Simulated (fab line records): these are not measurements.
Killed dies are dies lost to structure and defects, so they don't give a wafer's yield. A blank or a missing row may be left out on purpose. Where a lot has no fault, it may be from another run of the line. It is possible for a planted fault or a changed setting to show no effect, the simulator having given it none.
Chamber matching | flow n5-finfet | N5_BEOL_M12_CMP_49 on cmp-04 has 4 sister chambers
The step polishes, stops on SiOC, t overpolish 20.6 s, target thk 320 nm. 8 wafers are shown with their chamber, then 7 later ones without.

WAFERS WITH THEIR CHAMBER
wafer  | chamber | motor-current-A (A) | barrier-field-endpoint-s (s)
L078.3 | 3       | 4.7                 | 30.6
L081.1 | 3       | 4.6                 | 30.1
L081.3 | 0       | 5.6                 | 29.6
L082.3 | 2       | 6.7                 | 29.1
L083.2 | 1       | 6.8                 | 29.5
L087.2 | 1       | 6.7                 | 29.8
L087.3 | 2       | 6.5                 | 30.2
L087.4 | 0       | 5.3                 | 30.5

WAFERS WHOSE CHAMBER IS MISSING
wafer  | motor-current-A (A) | barrier-field-endpoint-s (s)
L090.1 | 4.5                 | 29.4
L090.2 | 7.1                 | 29.1
L090.3 | 5.6                 | 29.2
L097.2 | 5.4                 | 31.4
L097.3 | 6.9                 | 31.3
L096.2 | 7.1                 | 30.1
L096.4 | 6.6                 | 30.3

CHAMBER TAKEN BY EACH
wafer  | from the rows above     | in truth
L090.1 | 3                       | 3
L090.2 | can't be placed: 1 or 2 | 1
L090.3 | 0                       | 0
L097.2 | 0                       | 0
L097.3 | can't be placed: 1 or 2 | 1
L096.2 | can't be placed: 1 or 2 | 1
L096.4 | can't be placed: 2 or 1 | 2
3 of 7 placed correctly. From these rows, 4 cannot be placed; in 4 the true chamber is one of the candidates. Wrongly placed: 0.
How it was worked out, from the rows above alone: a wafer's distance from a chamber is the root of the sum, over the readings, of the square of ((its reading less the chamber's mean) divided by the reading's scatter). If the next closest chamber is less than 2 further off than the closest, the wafer can't be placed; otherwise it belongs to the closest. The mean given for a chamber averages the wafers shown for that chamber. The scatter: take each reading less its chamber's mean, square it, sum over the shown wafers, divide by the number of wafers less the number of chambers, and take the root.
